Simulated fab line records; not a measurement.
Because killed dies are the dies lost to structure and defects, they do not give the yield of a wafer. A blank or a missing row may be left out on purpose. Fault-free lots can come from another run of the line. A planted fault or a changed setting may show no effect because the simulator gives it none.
The tool behind it: which one? ; flow n5 finfet ; 24 lots with 72 wafers sampled at 4 steps, on a route of 1938 steps

WHAT THE GAUGES SHOWED, per wafer
N5_BEOL_M15_OVL_MEAS_11.
lot;measured;on;V14_OVL (nm)
L074;day 12 14:57;overlay-01;-2 -4 -12
L075;day 13 10:58;overlay-02;8 4 4
L078;day 13 17:06;overlay-02;1 0 4
L076;day 14 03:19;overlay-01;-7 -1 -5
L077;day 14 04:34;overlay-01;1 5 9
L079;day 14 14:29;overlay-01;5 2 1
L083;day 14 16:08;overlay-01;3 -12 -1
L082;day 14 19:13;overlay-01;-10 -2 1
L080;day 15 04:22;overlay-01;7 5 -6
L084;day 15 17:47;overlay-01;3 1 -3
L081;day 15 21:41;overlay-01;-7 0 -8
L085;day 16 01:12;overlay-01;8 10 6
L088;day 16 10:44;overlay-02;6 5 10
L087;day 16 14:44;overlay-02;3 -7 -3
L089;day 16 19:25;overlay-02;-2 -3 -2
L086;day 17 02:48;overlay-01;-3 -2 -1
L091;day 17 03:03;overlay-02;-7 1 -5
L093;day 18 00:44;overlay-02;-2 -3 -2
L092;day 18 08:58;overlay-02;0 4 3
L094;day 18 20:33;overlay-01;4 -5 -3
L090;day 19 17:22;overlay-01;0 -7 4
L096;day 20 00:23;overlay-02;0 -11 3
L097;day 19 23:41;overlay-02;-5 -3 -11
L095;day 20 10:58;overlay-02;4 8 -2

N5_BEOL_M15_INSPECT_12: inspects for defects (macro).
lot;measured;on;raw defect count
L074;day 12 14:58;defect inspect-01;1 2 3
L075;day 13 10:59;defect inspect-01;4 1 3
L078;day 13 17:08;defect inspect-01;1 3 0
L076;day 14 03:20;defect inspect-02;2 3 0
L077;day 14 04:35;defect inspect-01;3 1 6
L079;day 14 14:31;defect inspect-02;2 3 1
L083;day 14 16:09;defect inspect-02;3 3 5
L082;day 14 19:14;defect inspect-01;2 2 4
L080;day 15 04:24;defect inspect-02;3 1 4
L084;day 15 17:49;defect inspect-02;5 3 1
L081;day 15 21:43;defect inspect-01;3 1 5
L085;day 16 01:14;defect inspect-02;1 1 0
L088;day 16 10:46;defect inspect-01;2 5 2
L087;day 16 14:45;defect inspect-02;4 2 1
L089;day 16 19:26;defect inspect-01;0 0 2
L086;day 17 02:49;defect inspect-01;3 1 2
L091;day 17 03:04;defect inspect-02;4 3 3
L093;day 18 00:46;defect inspect-02;0 0 3
L092;day 18 08:59;defect inspect-01;2 2 1
L094;day 18 20:34;defect inspect-01;2 3 3
L090;day 19 17:23;defect inspect-02;2 2 4
L096;day 20 00:25;defect inspect-01;4 2 0
L097;day 19 23:42;defect inspect-02;4 1 3
L095;day 20 10:59;defect inspect-01;2 1 3

EACH LOT AND THE TOOL THAT RAN IT (in order: tool; ch and the chambers of the sampled wafers; start)
lot;N5_BEOL_M14_VIA_ETCH_16;N5_BEOL_M14_ETCH_38
L074;rie diel-05 ch 0,1,3, day 12 11:03;rie diel-04 ch 2,3, day 12 14:57 or earlier
L075;rie diel-05 ch 0,3, day 13 03:17;rie diel-05 ch 0,2,3, day 13 10:58 or earlier
L078;rie diel-04 ch 0,3, day 13 10:37;rie diel-04 ch 0,1,2, day 13 17:06 or earlier
L076;rie diel-01 ch 0,1,3, day 13 18:08;rie diel-01 ch 0,1,3, day 14 03:19 or earlier
L077;rie diel-04 ch 1,2, day 13 20:10;rie diel-04 ch 1,2, day 14 04:34 or earlier
L079;rie diel-05 ch 1,2,3, day 14 09:17;rie diel-04 ch 0,1,2, day 14 14:29 or earlier
L083;rie diel-04 ch 0,3, day 14 10:54;rie diel-05 ch 0,1, day 14 16:08 or earlier
L082;rie diel-04 ch 0,1,3, day 14 13:37;rie diel-05 ch 1,2,3, day 14 19:13 or earlier
L080;rie diel-04 ch 0,2,3, day 14 22:42;rie diel-05 ch 1,2,3, day 15 04:22 or earlier
L084;rie diel-05 ch 0,3, day 15 12:11;rie diel-05 ch 1,3, day 15 17:47 or earlier
L081;rie diel-01 ch 0,2,3, day 15 14:50;rie diel-04 ch 2,3, day 15 21:41 or earlier
L085;rie diel-05 ch 1,2, day 15 18:08;rie diel-05 ch 1,3, day 16 01:12 or earlier
L088;rie diel-05 ch 2,3, day 16 05:27;rie diel-01 ch 0,2,3, day 16 10:44 or earlier
L087;rie diel-01 ch 0,1,3, day 16 10:22;rie diel-01 ch 0,1,3, day 16 14:44 or earlier
L089;rie diel-05 ch 0,2, day 16 15:28;rie diel-05 ch 2,3, day 16 19:25 or earlier
L086;rie diel-01 ch 2,3, day 16 19:45;rie diel-04 ch 0,2,3, day 17 02:48 or earlier
L091;rie diel-05 ch 0,2,3, day 16 20:24;rie diel-01 ch 0,1,2, day 17 03:03 or earlier
L093;rie diel-05 ch 0,2, day 17 20:08;rie diel-04 ch 0,2,3, day 18 00:44 or earlier
L092;rie diel-04 ch 0,2,3, day 18 00:59;rie diel-01 ch 0,2,3, day 18 08:58 or earlier
L094;rie diel-05 ch 0,2,3, day 18 14:46;rie diel-05 ch 1,2,3, day 18 20:33 or earlier
L090;rie diel-01 ch 2,3, day 18 20:53;rie diel-05 ch 0,1, day 19 17:22 or earlier
L096;rie diel-01 ch 0,2,3, day 19 18:11;rie diel-05 ch 0,1,2, day 20 00:23 or earlier
L097;rie diel-04 ch 0,1,2, day 19 18:41;rie diel-04 ch 0,1,3, day 19 23:41 or earlier
L095;rie diel-04 ch 0,1,2, day 20 02:55;rie diel-04 ch 1,2,3, day 20 10:58 or earlier
- N5_BEOL_M14_VIA_ETCH_16: etches SiO2 in C4F8/O2/Ar, target depth 1231.3 nm.
- N5_BEOL_M14_ETCH_38: etches SiCN in CF4/N2, target depth 106.5 nm, time 120.6 s.

AS READ BY THE TOOLS THEMSELVES (means over the sampled wafers that have a number; for cases with no such wafer, the mark the record gives instead)
N5_BEOL_M14_VIA_ETCH_16.
lot;tool;drypump motor current A (A);oes product au (a.u.);rf vpp V (V);showerhead plenum p Torr (Torr);throttle valve pct (%)
L074;rie diel-05;5.6;0.75;2225;3.46;30.9
L075;rie diel-05;5.4;0.80;2225;3.54;30.7
L078;rie diel-04;5.7;0.67;2263;3.37;30.5
L076;rie diel-01;5.7;0.72;2255;3.47;30.9
L077;rie diel-04;5.8;0.71;2216;3.44;31.3
L079;rie diel-05;5.7;0.78;2234;3.54;31.0
L083;rie diel-04;5.7;0.67;2262;3.37;30.5
L082;rie diel-04;5.8;0.66;2220;3.32;30.8
L080;rie diel-04;5.7;0.70;2232;3.40;30.8
L084;rie diel-05;5.4;0.77;2225;3.53;30.7
L081;rie diel-01;5.5;0.78;2208;3.39;30.9
L085;rie diel-05;5.9;0.71;2233;3.45;31.2
L088;rie diel-05;5.4;0.81;2232;3.62;30.8
L087;rie diel-01;5.7;0.70;2255;3.46;30.9
L089;rie diel-05;5.2;0.84;2251;3.61;30.8
L086;rie diel-01;5.1;0.72;2226;3.31;31.0
L091;rie diel-05;5.3;0.81;2242;3.61;30.8
L093;rie diel-05;5.2;0.82;2250;3.60;30.8
L092;rie diel-04;5.7;0.68;2230;3.39;30.8
L094;rie diel-05;5.3;0.79;2240;3.61;30.8
L090;rie diel-01;5.1;0.76;2208;3.34;30.9
L096;rie diel-01;5.4;0.73;2206;3.38;30.9
L097;rie diel-04;5.9;0.74;2256;3.52;31.0
L095;rie diel-04;5.8;0.73;2256;3.52;31.0

N5_BEOL_M14_ETCH_38.
lot;tool;drypump motor current A (A);oes product au (a.u.);rf vpp V (V);showerhead plenum p Torr (Torr);throttle valve pct (%)
L074;rie diel-04;5.6;0.82;382.7;2.20;15.62
L075;rie diel-05;5.3;0.87;382.6;2.23;15.16
L078;rie diel-04;5.8;0.76;381.2;2.18;15.56
L076;rie diel-01;5.7;0.80;382.4;2.22;15.40
L077;rie diel-04;5.8;0.79;382.6;2.20;15.76
L079;rie diel-04;5.8;0.75;380.3;2.18;15.57
L083;rie diel-05;5.8;0.73;380.8;2.15;15.62
L082;rie diel-05;5.6;0.87;383.2;2.26;15.30
L080;rie diel-05;5.6;0.85;383.9;2.26;15.30
L084;rie diel-05;5.9;0.79;383.0;2.23;15.49
L081;rie diel-04;5.6;0.79;382.5;2.19;15.68
L085;rie diel-05;5.7;0.86;384.4;2.28;15.24
L088;rie diel-01;5.5;0.87;381.4;2.17;15.36
L087;rie diel-01;5.7;0.77;381.6;2.21;15.44
L089;rie diel-05;5.4;0.88;385.0;2.31;15.09
L086;rie diel-04;5.6;0.76;381.2;2.17;15.51
L091;rie diel-01;5.7;0.86;383.2;2.24;15.29
L093;rie diel-04;5.6;0.75;381.0;2.17;15.52
L092;rie diel-01;5.4;0.83;381.2;2.16;15.38
L094;rie diel-05;5.6;0.81;383.5;2.25;15.36
L090;rie diel-05;5.5;0.85;383.9;2.28;15.25
L096;rie diel-05;5.5;0.81;382.3;2.25;15.36
L097;rie diel-04;5.8;0.79;382.2;2.21;15.44
L095;rie diel-04;5.7;0.81;382.3;2.22;15.64

THE ANSWER, worked out from the rows above alone
Rule: the lots themselves supply what counts as usual. The widest of any qualifying gaps counts: lots, ordered by their means at a reading, are off when they make up no more than a third of the lots, leave a main group of 4 or more, and stand apart from it by 3 or more times the standard deviation of that group's means. The tables above print the reading to a certain number of digits; a main group whose means all agree to those digits is not used. A lot without any number at a reading at which 4 lots or more have one is off too. Where the step has rows for the other lots, those lots are counted as sound. After the gauges, taken in route order, come the tools' own readings; for these a lot's mean is taken, as printed above. The first step at which some lot is off is used, and at that step the reading that is off furthest; a lot without a number counts as furthest.
Across all readings shown, no lot is off: no conclusion can be drawn from this.

WHAT THE SIMULATOR PUT IN
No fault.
